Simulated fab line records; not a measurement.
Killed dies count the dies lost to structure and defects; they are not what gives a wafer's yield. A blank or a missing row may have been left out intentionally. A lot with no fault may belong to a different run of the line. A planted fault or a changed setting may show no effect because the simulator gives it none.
Chamber matching | flow nand-harc | NHARC_A_CHANNEL_FILL_D2_CMP_10 on cmp-04 has 4 sister chambers
The step polishes, target thk 150 nm. 4 wafers are shown with their chamber, then 9 later ones without.

== WAFERS PAIRED WITH THEIR CHAMBERS ==
wafer  | chamber | time-to-endpoint-s (s)
L084.5 | 0       | 15.5
L089.1 | 1       | 14.8
L089.2 | 2       | 17.2
L089.3 | 3       | 13.3

== WAFERS MISSING THEIR CHAMBER ==
wafer  | time-to-endpoint-s (s)
L092.1 | 15.6
L092.3 | 15.3
L092.6 | 14.0
L094.4 | 16.7
L094.5 | 13.3
L094.6 | 15.9
L096.1 | 17.2
L096.2 | 16.1
L096.3 | 15.9

== WHICH CHAMBER EACH WENT THROUGH ==
wafer  | from the rows above          | in truth
L092.1 | can't be placed: 0 or 1      | 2
L092.3 | can't be placed: 0 or 1      | 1
L092.6 | can't be placed: 3 or 1 or 0 | 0
L094.4 | can't be placed: 2 or 0      | 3
L094.5 | 3                            | 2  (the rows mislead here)
L094.6 | can't be placed: 0 or 1      | 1
L096.1 | 2                            | 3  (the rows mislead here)
L096.2 | can't be placed: 0 or 2 or 1 | 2
L096.3 | can't be placed: 0 or 1      | 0
0 of 9 placed correctly. Not placeable from these rows: 7 (in 5, the candidates include the true chamber). Wrongly placed: 2.
How it was worked out, from the rows above alone: a wafer's distance from a chamber is the root of the sum, over the readings, of the square of ((its reading less the chamber's mean) divided by the reading's scatter). If the next closest chamber is less than 2 further off than the closest, the wafer can't be placed; otherwise it belongs to the closest. A chamber's mean is the mean of its shown wafers. The scatter (one wafer shown for each chamber): square how far every hidden wafer sits from the nearest shown wafer, average those squares and take the square root.
